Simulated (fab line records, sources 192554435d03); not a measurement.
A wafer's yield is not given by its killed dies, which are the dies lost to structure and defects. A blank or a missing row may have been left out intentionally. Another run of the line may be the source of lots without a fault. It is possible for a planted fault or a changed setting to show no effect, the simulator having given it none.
A single fault, viewed from 2 desks	flow n5 finfet	every desk sees just its own numbers, and what lay behind them comes last

== FROM THE METROLOGY DESK ==
Means of the sampled wafers that have a number, per lot and without regard to the tool the lot ran on: this is what the gauges read. Any lot whose mean is over 4 standard deviations away from the usual mean is out of limits and marked OUT; that distance is given in the brackets. Of its 10 readings 7 are shown: those that lie furthest out on some lot.
Columns: A = DIBL_N at N5_BEOL_M4_RC_MEAS_101, usual 35.9 mV/V; B = IOFF_N at N5_BEOL_M4_RC_MEAS_101, usual 0.152 nA/um; C = IOFF_P at N5_BEOL_M4_RC_MEAS_101, usual 0.204 nA/um; D = ION_N at N5_BEOL_M4_RC_MEAS_101, usual 673 uA/um; E = ION_P at N5_BEOL_M4_RC_MEAS_101, usual 462 uA/um; F = VT_N at N5_BEOL_M4_RC_MEAS_101, usual 250.3 mV; G = VT_P at N5_BEOL_M4_RC_MEAS_101, usual -250.6 mV
lot	first seen here	A	B	C	D	E	F	G
L916	day 9 18:14	35.2	0.147	0.177	670	453	251.0	-254.8
L924	day 12 02:35	34.4	0.145	0.206	674	463	249.7	-249.1
L934	day 14 01:26	34.9	0.127	0.161	664	452	254.9	-256.4
L935	day 14 20:24	37.3	0.156	0.218	661	459	252.2	-251.6
This desk found nothing out of limits on any of the 4 lots.

== AT THE TOOL OWNER'S DESK: pecvd-02 ==
The tool's own readings at N5_BEOL_M2_PECVD_72 (deposits SiO2 from TEOS/O2, target thk 16 nm, time 18 s): means of the sampled wafers that have a number, for each lot that ran on this tool. Any lot whose mean is over 4 standard deviations away from the usual mean is out of limits and marked OUT; that distance is given in the brackets.
Columns: A = chamber pressure Torr at N5_BEOL_M2_PECVD_72, usual 5.499 Torr; B = heater power w at N5_BEOL_M2_PECVD_72, usual 692 W; C = showerhead plenum p Torr at N5_BEOL_M2_PECVD_72, usual 8.79 Torr; D = throttle valve pct at N5_BEOL_M2_PECVD_72, usual 22.8 %
lot	first seen here	A	B	C	D
L924	day 9 14:48	5.509	668	8.74	23.1
L934	day 11 15:33	5.509	784	8.81	22.8
L935	day 11 22:20	5.502	798	8.83	22.0
This desk found nothing out of limits on any of the 3 lots.

== ALL TOGETHER ==
At the metrology desk, nothing out of limits was observed.
Nothing out of limits was seen by the tool owner's desk.

== WHAT THE SIMULATOR HAD PUT IN ==
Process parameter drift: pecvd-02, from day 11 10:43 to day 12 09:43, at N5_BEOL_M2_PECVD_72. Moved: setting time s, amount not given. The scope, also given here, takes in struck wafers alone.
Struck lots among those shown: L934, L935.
